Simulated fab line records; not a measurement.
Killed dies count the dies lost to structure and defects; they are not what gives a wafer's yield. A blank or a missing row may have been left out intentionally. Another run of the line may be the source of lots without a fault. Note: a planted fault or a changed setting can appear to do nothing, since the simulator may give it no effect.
fab line records	flow n5Finfet
record lots=7	wafers=39
route steps=1938 shown FIN_SAQP@130 DUMMY_GATE@250 SPACER0@259 SD_EPI_P@312 HKMG_FIN@413 MOL_CONTACT_COAG@538
startH: start of the lot's first displayed wafer, in hours after the record's first day	waitH: hours elapsed since this lot's preceding step	" identical to the entry in the row above	L1.1+2: a single row standing in for several wafers	- either no value or no given start	* or withheld: withheld	< > ~ a bound
route shown NAME@n: a module of which the file shows steps, and the number in the route of the first	usual: average and standard deviation across the fault-free wafers	same: alike in all rows	chamber/n: place in a boat	sites: each site's reading	_std_site: the standard deviation of these	_edge_site: outer sites' mean less inner sites'	radiusMm: how far each site lies from the wafer's centre	mask NAME#n: copy n	behind: the most recent tool/chamber to have shaped the wafer	hold: cause of the lot's hold/its duration in hours/its outcome	device: transistor that didn't switch, given as n, p or np	end of line: at the end of the route, the tests of the same wafers	a step with no rows: only its recipe	killed: the dies lost at the first sort to structure and to defects; this is not the yield of the wafer	map: a wafer's dies, x killed, . not, _ none there
set.NAME: setting as actually run; set.NAME@STEP: the setting as run at that earlier step	model.NAME: the simulator's own value behind a step, which no gauge read
lots with deliberately changed settings; one table per step, one row per wafer
## steps
# step N5_FIN_SAQP_ETCH_65
# recipe chemistry=CF4	target=SiO2	targetDepthA=40	ionEnergyEv=350	timeS=4.4	pressureMtorr=10	icpW=800	biasW=400	cf4FlowSccm=80
lot.wafer	tool	chamber	startH	waitH	set.timeS	model.etch.depthNm
L077.1	rieSi-04	2	43.06	0.1	4.052	3.746
L077.2	"	1	"	"	4.4	3.955
L077.3	"	3	"	"	4.052	3.741
L077.4	"	0	"	"	4.052	3.734
L077.5	"	2	"	"	4.4	4.045
L077.6	"	3	"	"	4.4	4.078
L082.1	rieSi-01	3	73.60	0.1	4.4	4.028
L082.2	"	2	"	"	4.4	3.957
L082.3	"	0	"	"	4.4	3.971
L082.4	"	1	"	"	4.4	3.892
L082.5	"	3	"	"	4.4	4.033
L082.6	"	2	"	"	4.4	3.924
L083.1	rieSi-03	3	79.71	0.1	4.4	3.986
L083.2	"	0	"	"	4.4	3.904
L083.3	"	2	"	"	4.4	4.032
L083.4	"	1	"	"	4.4	3.965
L083.5	"	2	"	"	4.4	4.036
L083.6	"	1	"	"	4.4	3.953
L085.1	rieSi-04	2	91.68	0.1	4.4	4.009
L085.2	"	1	"	"	4.4	3.929
L085.3	"	0	"	"	4.4	4.001
L085.4	"	3	"	"	4.4	4.035
L085.5	"	3	"	"	4.4	4.014
L085.6	"	2	"	"	4.4	3.987
L088.1	rieSi-01	3	108.65	0.1	4.4	4.055
L088.2	"	0	"	"	3.633	3.314
L088.3	"	1	"	"	3.633	3.264
L088.4	"	2	"	"	4.4	4.004
L088.5	"	0	"	"	3.633	3.319
L088.6	"	3	"	"	4.4	4.054
L091.1	rieSi-03	1	127.03	0.1	4.4	3.984
L091.3	"	0	"	"	4.4	3.945
L091.6	"	0	"	"	4.4	3.952
L096.1	rieSi-01	0	157.41	0.1	5.445	4.973
L096.2	"	2	"	"	4.4	4.005
L096.3	"	1	"	"	5.445	4.895
L096.4	"	3	"	"	4.4	4.076
L096.5	"	3	"	"	5.445	5.024
L096.6	"	0	"	"	4.4	4.011
# step N5_FIN_SAQP_ETCH_34
# recipe chemistry=C4F6/O2	target=SiO2	targetDepthA=450	timeS=15	ionEnergyEv=250	pressureMtorr=30	sourceW=345	biasW=185	Ar_flow_sccm=300	C4F6_flow_sccm=10	O2_flow_sccm=10	ends=cleared
# usual rfVppV=670/7.8
lot.wafer	tool	chamber	startH	waitH	set.sourceW	rfVppV
L077.1	rieDiel-05	2	44.96	0.0	345	660
L077.2	"	0	"	"	345	664
L077.3	"	1	"	"	345	683
L077.4	"	3	"	"	345	670
L077.5	"	3	"	"	345	673
L077.6	"	2	"	"	345	660
L082.1	rieDiel-02	2	75.73	0.0	387.3	640
L082.2	"	1	"	"	345	671
L082.3	"	3	"	"	345	670
L082.4	"	0	"	"	387.3	633
L082.5	"	0	"	"	387.3	634
L082.6	"	3	"	"	345	672
L083.1	rieDiel-05	1	81.66	0.0	345	685
L083.2	"	2	"	"	345	661
L083.3	"	3	"	"	345	671
L083.4	"	0	"	"	345	662
L083.5	"	1	"	"	345	685
L083.6	"	0	"	"	345	664
L085.1	rieDiel-05	1	95.61	0.0	345	684
L085.2	"	2	"	"	345	659
L085.3	"	3	"	"	345	670
L085.4	"	0	"	"	345	663
L085.5	"	1	"	"	345	684
L085.6	"	0	"	"	345	663
L088.1	rieDiel-06	2	110.16	0.0	345	665
L088.2	"	1	"	"	296.5	716
L088.3	"	0	"	"	345	653
L088.4	"	3	"	"	296.5	733
L088.5	"	1	"	"	345	663
L088.6	"	0	"	"	296.5	708
L091.1	rieDiel-06	1	128.54	0.0	345	664
L091.3	"	0	"	"	345	655
L091.6	"	3	"	"	345	677
L096.1	rieDiel-02	3	159.03	0.0	345	671
L096.2	"	2	"	"	383.6	644
L096.3	"	0	"	"	383.6	635
L096.4	"	3	"	"	345	671
L096.5	"	2	"	"	345	679
L096.6	"	0	"	"	383.6	636
# step N5_DUMMY_GATE_ETCH_42
# recipe chemistry=CHF3/O2	target=SiO2	targetDepthA=35	timeS=31	ionEnergyEv=30	biasW=12	pressureMtorr=30	sourceW=600	Ar_flow_sccm=200	CHF3_flow_sccm=50	O2_flow_sccm=5
# usual rfVppV=42.5/0.91
lot.wafer	tool	chamber	startH	waitH	set.biasW	rfVppV
L077.1	rieDiel-01	0	66.18	0.0	13.28	44.4
L077.2	"	3	"	"	12	43.5
L077.3	"	1	"	"	12	42.1
L077.4	"	2	"	"	13.28	45.9
L077.5	"	3	"	"	13.28	47.4
L077.6	"	0	"	"	12	42.0
L082.1	rieDiel-03	3	97.67	0.0	12	42.2
L082.2	"	1	"	"	12	42.8
L082.3	"	0	"	"	12.64	42.8
L082.4	"	2	"	"	12.64	43.8
L082.5	"	1	"	"	12	41.7
L082.6	"	2	"	"	12.64	42.1
L083.1	rieDiel-03	3	104.65	0.0	12	42.0
L083.2	"	2	"	"	11.1	39.2
L083.3	"	1	"	"	11.1	40.4
L083.4	"	0	"	"	12	41.3
L083.5	"	2	"	"	12	42.3
L083.6	"	3	"	"	11.1	40.7
L085.1	rieDiel-01	1	119.65	0.2	12	43.6
L085.2	"	3	"	"	12	43.3
L085.3	"	0	"	"	11.32	40.8
L085.4	"	2	"	"	11.32	41.1
L085.5	"	1	"	"	12	41.8
L085.6	"	0	"	"	11.32	39.4
L088.1	rieDiel-04	0	132.06	0.1	12.71	45.2
L088.2	"	1	"	"	12	42.8
L088.3	"	3	"	"	12	43.1
L088.4	"	3	"	"	12	42.3
L088.5	"	0	"	"	12.71	43.3
L088.6	"	1	"	"	12.71	43.6
L091.1	rieDiel-01	3	148.80	0.0	12	42.4
L091.3	"	2	"	"	12	43.7
L091.6	"	3	"	"	12	43.0
L096.1	rieDiel-01	1	179.26	0.0	9.727	35.9
L096.2	"	3	"	"	9.727	35.9
L096.3	"	0	"	"	12	42.3
L096.4	"	1	"	"	9.727	35.8
L096.5	"	0	"	"	12	41.7
L096.6	"	3	"	"	12	42.1
# step N5_SPACER0_ALD_00
# recipe material=SiOCN	targetThkA=35	tempC=400	aldPrecursorFamily=alkyl-aminosilane	aldCoReactant=O2/N2-plasma	pulseTimeS=3	purgeTimeS=2	coReactantPurgeTimeS=2	aldCycles=58	pressureTorr=2
lot.wafer	tool	chamber	startH	waitH	set.aldCycles	model.SiOCN_of_SPACER0_ALD_00.thkNm
L077.1+3+5	aldSin-04	3,1,0	66.66	0.1	49	3
L077.2+4	"	2,0	"	"	58	3.4
L077.6	"	1	"	"	58	3.6
L082.1+4+6	aldSin-04	1,3,3	101.22	0.1	58	3.4
L082.2+3+5	"	0,2,0	"	"	51	3
L083.1	aldSin-01	1	105.28	0.1	58	3.6
L083.2+4+6	"	3,2,3	"	"	54	3.2
L083.3+5	"	0,2	"	"	58	3.4
L085.1+3+4	aldSin-03	1,3,2	120.08	0.1	58	3.6
L085.2+5+6	"	0,1,0	"	"	54	3.2
L088.1+2+3+4+5+6	aldSin-03	0,3,2,1,3,2	132.48	0.1	58	3.4
L091.1+3	aldSin-01	3,0	149.22	0.1	58	3.6
L091.6	"	0	"	"	58	3.4
L096.1+3+4+5+6	aldSin-01	0,1,2,1,0	179.99	0.1	58	3.4
L096.2	"	3	"	"	58	3.6
# step N5_SD_EPI_P_ETCH_16
# recipe chemistry=CHF3/O2	target=SiO2	targetDepthA=50	maskMaterial=SOC	pressureMtorr=30	sourceW=650	biasW=170	Ar_flow_sccm=200	CHF3_flow_sccm=50	O2_flow_sccm=5	ionEnergyEv=200
lot.wafer	tool	chamber	startH	waitH	set.targetDepthA	model.etch.depthNm
L077.1	rieDiel-03	2	72.60	0.1	50	5.013
L077.2	"	3	"	"	50	4.958
L077.3	"	0	"	"	50	5.068
L077.4	"	1	"	"	50	4.956
L077.5	"	1	"	"	50	5.028
L077.6	"	2	"	"	50	5.005
L082.1	rieDiel-03	1	107.06	0.1	50	4.945
L082.2	"	2	"	"	56.24	5.528
L082.3	"	3	"	"	56.24	5.496
L082.4	"	0	"	"	56.24	5.623
L082.5	"	2	"	"	50	4.974
L082.6	"	3	"	"	50	4.907
L083.1	rieDiel-03	0	111.84	0.1	50	5.016
L083.2	"	1	"	"	50	4.968
L083.3	"	2	"	"	52.91	5.226
L083.4	"	3	"	"	50	4.889
L083.5	"	0	"	"	52.91	5.286
L083.6	"	3	"	"	52.91	5.189
L085.1	rieDiel-04	3	125.92	0.1	50	5.024
L085.2	"	0	"	"	43.92	4.419
L085.3	"	1	"	"	43.92	4.356
L085.4	"	0	"	"	50	5.033
L085.5	"	3	"	"	43.92	4.371
L085.6	"	1	"	"	50	4.946
L088.1	rieDiel-03	2	138.55	0.1	50	4.976
L088.2	"	1	"	"	50	4.989
L088.3	"	0	"	"	53.44	5.355
L088.4	"	1	"	"	53.44	5.351
L088.5	"	2	"	"	50	4.973
L088.6	"	0	"	"	53.44	5.366
L091.1	rieDiel-04	2	155.50	0.1	50	5.025
L091.3	"	3	"	"	50	4.961
L091.6	"	2	"	"	50	5.003
L096.1	rieDiel-04	1	186.19	0.1	50	5.107
L096.2	"	3	"	"	51.68	5.098
L096.3	"	2	"	"	50	4.916
L096.4	"	0	"	"	50	4.972
L096.5	"	0	"	"	51.68	5.13
L096.6	"	1	"	"	51.68	5.329
# step N5_HKMG_FIN_CVD_62
# recipe material=a-Si	targetThkA=30	tempC=500	precursor=Si2H6	pressureTorr=1	timeS=20.8
lot.wafer	tool	chamber	startH	waitH	set.tempC	model.a-Si_of_HKMG_FIN_CVD_62.thkNm
L077.1+2+4	thermalCvdSi-02	2,0,0	90.47	0.2	500	3
L077.3	"	1	"	"	506.8	3.8
L077.5+6	"	2,1	"	"	506.8	3.6
L082.1+2+3	thermalCvdSi-01	1,2,0	126.73	0.2	508.7	3.8
L082.4+5+6	"	0,1,2	"	"	500	3
L083.1+2+4+5	thermalCvdSi-02	2,1,1,0	132.56	0.2	500	3
L083.3+6	"	0,2	"	"	500	3.2
L085.1+5	thermalCvdSi-02	1	147.43	0.2	509.5	4
L085.2+3+6	"	0	"	"	500	3
L085.4	"	1	"	"	509.5	3.8
L088.1+2+3+4+5+6	thermalCvdSi-01	0,1,2,2,1,0	157.39	0.2	500	3
L091.1+3	thermalCvdSi-02	2,0	176.97	0.2	500	3
L091.6	"	1	"	"	500	3.2
L096.1+3+4+5+6	thermalCvdSi-01	2,1,2,1,0	206.63	0.2	500	3
L096.2	"	0	"	"	500	2.8
# step N5_MOL_CONTACT_COAG_ETCH_110
# recipe chemistry=CF4/O2	target=Si	targetDepthA=25	timeS=8	pressureMtorr=100	sourceW=200	biasW=12	ionEnergyEv=60	Ar_flow_sccm=100	cf4FlowSccm=100	O2_flow_sccm=10
# usual rfVppV=128.2/1.7
lot.wafer	tool	chamber	startH	waitH	set.biasW	rfVppV
L077.1	rieDiel-06	2	106.25	0.0	12	127.5
L077.2	"	3	"	"	12	129.2
L077.3	"	0	"	"	12	125.1
L077.4	"	2	"	"	12	128.9
L077.5	"	3	"	"	12	128.8
L077.6	"	0	"	"	12	125.2
L082.1	rieDiel-02	1	141.91	0.0	12	128.6
L082.2	"	3	"	"	12	128.0
L082.3	"	2	"	"	12	131.3
L082.4	"	0	"	"	12	127.7
L082.5	"	2	"	"	12	130.3
L082.6	"	1	"	"	12	127.3
L083.1	rieDiel-06	0	147.30	0.0	12	125.1
L083.2	"	1	"	"	12	126.5
L083.3	"	3	"	"	12	130.6
L083.4	"	0	"	"	12.86	133.0
L083.5	"	1	"	"	12.86	134.8
L083.6	"	3	"	"	12.86	136.4
L085.1	rieDiel-06	1	162.58	0.0	12	127.0
L085.2	"	0	"	"	12	125.9
L085.3	"	3	"	"	12	130.9
L085.4	"	2	"	"	12	127.6
L085.5	"	3	"	"	12	129.2
L085.6	"	0	"	"	12	126.5
L088.1	rieDiel-06	2	171.89	0.0	10.44	113.3
L088.2	"	0	"	"	12	125.2
L088.3	"	3	"	"	10.44	114.7
L088.4	"	2	"	"	12	127.1
L088.5	"	0	"	"	12	124.9
L088.6	"	3	"	"	10.44	116.3
L091.1	rieDiel-05	0	191.47	0.0	12	126.7
L091.3	"	2	"	"	12	128.9
L091.6	"	3	"	"	12	127.5
L096.1	rieDiel-06	2	222.19	0.0	12	126.7
L096.2	"	3	"	"	9.997	110.4
L096.3	"	0	"	"	12	124.7
L096.4	"	1	"	"	9.997	112.0
L096.5	"	0	"	"	9.997	107.9
L096.6	"	1	"	"	12	128.7
# step N5_MOL_CONTACT_COAG_ALD_123
# recipe material=SiNx	targetThkA=50	tempC=400	aldPrecursorFamily=SiH2I2	aldCoReactant=N2/H2-plasma	pulseTimeS=1	purgeTimeS=2	coReactantPurgeTimeS=2	aldCycles=100	pressureTorr=2
lot.wafer	tool	chamber	startH	waitH	set.aldCycles	model.SiNx_of_MOL_CONTACT_COAG_ALD_123.thkNm
L077.1+4+6	aldSin-04	2,3,2	116.80	0.0	84	4.2
L077.2+3+5	"	1,0,3	"	"	100	5
L082.1+2+3+4+5+6	aldSin-02	1,2,0,3,2,1	155.30	0.0	100	5
L083.1+5+6	aldSin-02	2,1,0	156.01	0.0	117	5.8
L083.2+3+4	"	1,3,0	"	"	100	5
L085.1+2+6	aldSin-02	0,2,2	175.60	0.0	100	5
L085.3+4+5	"	1,3,1	"	"	85	4.2
L088.1+2+3+4+5+6	aldSin-03	3,0,2,1,0,3	181.02	0.0	100	5
L091.1+3+6	aldSin-02	0,2,3	202.03	1.0	100	5
L096.1+5+6	aldSin-04	1,0,1	230.34	0.2	100	5
L096.2+3+4	"	0,3,2	"	"	117	5.8
# step N5_MOL_CONTACT_COAG_EXPOSE_81
# recipe maskId=VG	na=0.33	sourceShape=annular	sigmaInner=0.3	sigmaOuter=0.7	polarization=unpolarized	defocusNm=0	doseMj=59.5
lot.wafer	tool	chamber	startH	waitH	mask	set.doseMj
L077.1+2+3+4+5+6	euvScanner-02	0	117.50	-	VG#0	59.5
L082.1+2+6	euvScanner-01	0	156.13	-	VG#0	59.5
L082.3+4+5	"	0	"	"	VG#0	64.21
L083.1+2+3+4+5+6	euvScanner-02	0	156.85	-	VG#0	59.5
L085.1+3+6	euvScanner-02	0	176.43	-	VG#0	59.5
L085.2+4+5	"	0	"	"	VG#0	56.04
L088.1+2+3+4+5+6	euvScanner-01	0	181.74	-	VG#0	59.5
L091.1+3+6	euvScanner-01	0	202.76	-	VG#0	59.5
L096.1+4+6	euvScanner-01	0	231.03	-	VG#0	62.9
L096.2+3+5	"	0	"	"	VG#0	59.5
# step N5_MOL_CONTACT_COAG_PEB_82
# recipe pebTempC=100	pebTimeS=60	resist=CAR-EUV
# step N5_MOL_CONTACT_COAG_DEVELOP_83
# recipe developTimeS=30	developer=TMAH	resist=CAR-EUV	rinseLiquid=surfactantRinse	dry=airSpin	devTempC=23
# step N5_MOL_CONTACT_COAG_CD_MEAS_84
# recipe targetCdNm=25.1	landingEnergyEv=500	detector=seInlens	polarity=opening
# usual cdNm=25.07/0.24
lot.wafer	tool	chamber	startH	waitH	set.doseMj@MOL_CONTACT_COAG_EXPOSE_81	cdNm
L077.1	cdSem-03	0	117.64	-	59.5	25.09
L077.2	"	0	"	"	59.5	25.27
L077.3	"	0	"	"	59.5	25.14
L077.4	"	0	"	"	59.5	25.15
L077.5	"	0	"	"	59.5	25.02
L077.6	"	0	"	"	59.5	25.11
L082.1	cdSem-01	0	156.27	-	59.5	24.88
L082.2	"	0	"	"	59.5	24.80
L082.3	"	0	"	"	64.21	26.44
L082.4	"	0	"	"	64.21	26.23
L082.5	"	0	"	"	64.21	26.25
L082.6	"	0	"	"	59.5	24.44
L083.1	cdSem-01	0	157.00	-	59.5	24.89
L083.2	"	0	"	"	59.5	24.78
L083.3	"	0	"	"	59.5	25.04
L083.4	"	0	"	"	59.5	24.98
L083.5	"	0	"	"	59.5	24.94
L083.6	"	0	"	"	59.5	25.32
L085.1	cdSem-01	0	176.57	-	59.5	25.21
L085.2	"	0	"	"	56.04	23.68
L085.3	"	0	"	"	59.5	25.05
L085.4	"	0	"	"	56.04	23.77
L085.5	"	0	"	"	56.04	23.88
L085.6	"	0	"	"	59.5	25.18
L088.1	cdSem-01	0	181.89	-	59.5	25.12
L088.2	"	0	"	"	59.5	25.31
L088.3	"	0	"	"	59.5	25.14
L088.4	"	0	"	"	59.5	25.38
L088.5	"	0	"	"	59.5	24.86
L088.6	"	0	"	"	59.5	25.31
L091.1	cdSem-03	0	202.90	-	59.5	24.88
L091.3	"	0	"	"	59.5	25.02
L091.6	"	0	"	"	59.5	25.18
L096.1	cdSem-01	0	231.18	-	62.9	25.95
L096.2	"	0	"	"	59.5	24.75
L096.3	"	0	"	"	59.5	24.96
L096.4	"	0	"	"	62.9	26.15
L096.5	"	0	"	"	59.5	25.02
L096.6	"	0	"	"	62.9	26.04
# step N5_MOL_CONTACT_COAG_PRECLEAN_144
# recipe chemistry=alkalineClean	tempC=60	timeS=60	doPpb=50
# step N5_MOL_CONTACT_COAG_SRD_145
# recipe dry=ipaMarangoni	timeS=30	tempC=23	rinseLiquid=diw
# step N5_MOL_CONTACT_COAG_CD_MEAS_137
# recipe targetCdNm=16
# usual cdNm=15.9/0.3
lot.wafer	tool	chamber	startH	waitH	set.doseMj@MOL_CONTACT_COAG_EXPOSE_81	cdNm
L077.1	cdSem-01	-	118.67	0.0	59.5	15.9
L077.2	"	-	"	"	59.5	16.1
L077.3	"	-	"	"	59.5	16.1
L077.4	"	-	"	"	59.5	15.5
L077.5	"	-	"	"	59.5	15.9
L077.6	"	-	"	"	59.5	16.0
L082.1	cdSem-01	-	157.31	0.0	59.5	15.9
L082.2	"	-	"	"	59.5	16.4
L082.3	"	-	"	"	64.21	17.3
L082.4	"	-	"	"	64.21	17.3
L082.5	"	-	"	"	64.21	17.3
L082.6	"	-	"	"	59.5	16.0
L083.1	cdSem-03	-	157.96	0.0	59.5	16.0
L083.2	"	-	"	"	59.5	15.8
L083.3	"	-	"	"	59.5	15.7
L083.4	"	-	"	"	59.5	15.6
L083.5	"	-	"	"	59.5	15.5
L083.6	"	-	"	"	59.5	15.5
L085.1	cdSem-02	-	177.62	0.0	59.5	15.5
L085.2	"	-	"	"	56.04	14.3
L085.3	"	-	"	"	59.5	16.1
L085.4	"	-	"	"	56.04	14.0
L085.5	"	-	"	"	56.04	14.3
L085.6	"	-	"	"	59.5	15.8
L088.1	cdSem-02	-	184.34	0.0	59.5	16.2
L088.2	"	-	"	"	59.5	16.1
L088.3	"	-	"	"	59.5	15.6
L088.4	"	-	"	"	59.5	15.6
L088.5	"	-	"	"	59.5	15.9
L088.6	"	-	"	"	59.5	16.1
L091.1	cdSem-03	-	203.85	0.0	59.5	15.7
L091.3	"	-	"	"	59.5	15.8
L091.6	"	-	"	"	59.5	15.8
L096.1	cdSem-02	-	232.25	0.0	62.9	17.0
L096.2	"	-	"	"	59.5	15.8
L096.3	"	-	"	"	59.5	15.9
L096.4	"	-	"	"	62.9	16.8
L096.5	"	-	"	"	59.5	16.1
L096.6	"	-	"	"	62.9	16.7
# step N5_MOL_CONTACT_COAG_COAT_62
# recipe resist=SOC	tempC=250	timeS=60	spinRpm=1500	resistThkNm=60
# step N5_MOL_CONTACT_COAG_COAT_63
# recipe resist=SiARC	tempC=220	timeS=60	spinRpm=1500	resistThkNm=10
# step N5_MOL_CONTACT_COAG_STRIP_120
# recipe chemistry=CHF3	resist=SiARC	rfFrequencyHz=6e+07
# step N5_MOL_CONTACT_COAG_VIA_ETCH_117
# recipe chemistry=C4F6/O2	targetDepthA=400	overetchA=80	maskMaterial=SOC	target=SiO2	biasW=455	pressureMtorr=10	timeS=26	sourceW=325	Ar_flow_sccm=300	C4F6_flow_sccm=10	O2_flow_sccm=10	ionEnergyEv=575.3	ends=endPoint
# step N5_MOL_CONTACT_COAG_ETCH_124
# recipe chemistry=CH3F/O2	target=SiNx	targetDepthA=65	maskMaterial=SOC	stopOn=SiOC	overEtchFrac=0.3	ionEnergyEv=120	pressureMtorr=30	sourceW=395	biasW=73	Ar_flow_sccm=150	CH3F_flow_sccm=30	O2_flow_sccm=20	ends=endPoint
lot.wafer	tool	chamber	startH	waitH	set.aldCycles@MOL_CONTACT_COAG_ALD_123	model.etch.depthNm
L077.1	rieDiel-06	1	119.80	0.0	84	4.201
L077.2	"	2	"	"	100	5.006
L077.3	"	0	"	"	100	5.021
L077.4	"	3	"	"	84	4.238
L077.5	"	2	"	"	100	5.023
L077.6	"	1	"	"	84	4.207
L082.1	rieDiel-05	0	158.39	0.0	100	4.964
L082.2	"	1	"	"	100	4.958
L082.3	"	3	"	"	100	4.978
L082.4	"	1	"	"	100	4.966
L082.5	"	3	"	"	100	4.965
L082.6	"	0	"	"	100	4.974
L083.1	rieDiel-05	0	159.13	0.0	117	5.871
L083.2	"	2	"	"	100	5.001
L083.3	"	1	"	"	100	4.996
L083.4	"	3	"	"	100	4.995
L083.5	"	3	"	"	117	5.823
L083.6	"	0	"	"	117	5.854
L085.1	rieDiel-05	2	179.05	0.0	100	5.009
L085.2	"	1	"	"	100	5.003
L085.3	"	3	"	"	85	4.245
L085.4	"	0	"	"	85	4.238
L085.5	"	1	"	"	85	4.242
L085.6	"	2	"	"	100	5.002
L088.1	rieDiel-06	2	185.28	0.0	100	5.004
L088.2	"	0	"	"	100	4.989
L088.3	"	1	"	"	100	4.995
L088.4	"	3	"	"	100	4.986
L088.5	"	3	"	"	100	4.969
L088.6	"	2	"	"	100	5.018
L091.1	rieDiel-06	2	205.51	0.0	100	4.995
L091.3	"	3	"	"	100	4.964
L091.6	"	1	"	"	100	4.975
L096.1	rieDiel-05	0	233.60	0.0	100	5.008
L096.2	"	2	"	"	117	5.849
L096.3	"	3	"	"	117	5.852
L096.4	"	1	"	"	117	5.821
L096.5	"	0	"	"	100	5.012
L096.6	"	1	"	"	100	5.011
## key
split step=N5_FIN_SAQP_ETCH_65	setting=timeS	stated=4.4	by=wafer
response step=N5_FIN_SAQP_ETCH_65	reading=model.etch.depthNm	change=+0.0401	per=1%	r=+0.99
split step=N5_FIN_SAQP_ETCH_34	setting=sourceW	stated=345	by=wafer
response step=N5_FIN_SAQP_ETCH_34	reading=rfVppV	change=-3.5	per=1%	r=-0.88
split step=N5_DUMMY_GATE_ETCH_42	setting=biasW	stated=12	by=wafer
response step=N5_DUMMY_GATE_ETCH_42	reading=rfVppV	change=+0.305	per=1%	r=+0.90
split step=N5_SPACER0_ALD_00	setting=aldCycles	stated=58	by=wafer
response step=N5_SPACER0_ALD_00	reading=model.SiOCN_of_SPACER0_ALD_00.thkNm	change=+0.0346	per=1%	r=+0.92
split step=N5_SD_EPI_P_ETCH_16	setting=targetDepthA	stated=50	by=wafer
response step=N5_SD_EPI_P_ETCH_16	reading=model.etch.depthNm	change=+0.0503	per=1%	r=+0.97
split step=N5_HKMG_FIN_CVD_62	setting=tempC	stated=500	by=wafer
response step=N5_HKMG_FIN_CVD_62	reading=model.a-Si_of_HKMG_FIN_CVD_62.thkNm	change=+0.48	per=1%	r=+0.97
split step=N5_MOL_CONTACT_COAG_ETCH_110	setting=biasW	stated=12	by=wafer
response step=N5_MOL_CONTACT_COAG_ETCH_110	reading=rfVppV	change=+0.948	per=1%	r=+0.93
split step=N5_MOL_CONTACT_COAG_ALD_123	setting=aldCycles	stated=100	by=wafer
response step=N5_MOL_CONTACT_COAG_ALD_123	reading=model.SiNx_of_MOL_CONTACT_COAG_ALD_123.thkNm	change=+0.0491	per=1%	r=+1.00
response step=N5_MOL_CONTACT_COAG_ETCH_124	reading=model.etch.depthNm	change=+0.0499	per=1%	r=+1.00
split step=N5_MOL_CONTACT_COAG_EXPOSE_81	setting=doseMj	stated=59.5	by=wafer
response step=N5_MOL_CONTACT_COAG_CD_MEAS_84	reading=cdNm	change=+0.21	per=1%	r=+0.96
response step=N5_MOL_CONTACT_COAG_CD_MEAS_137	reading=cdNm	change=+0.187	per=1%	r=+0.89
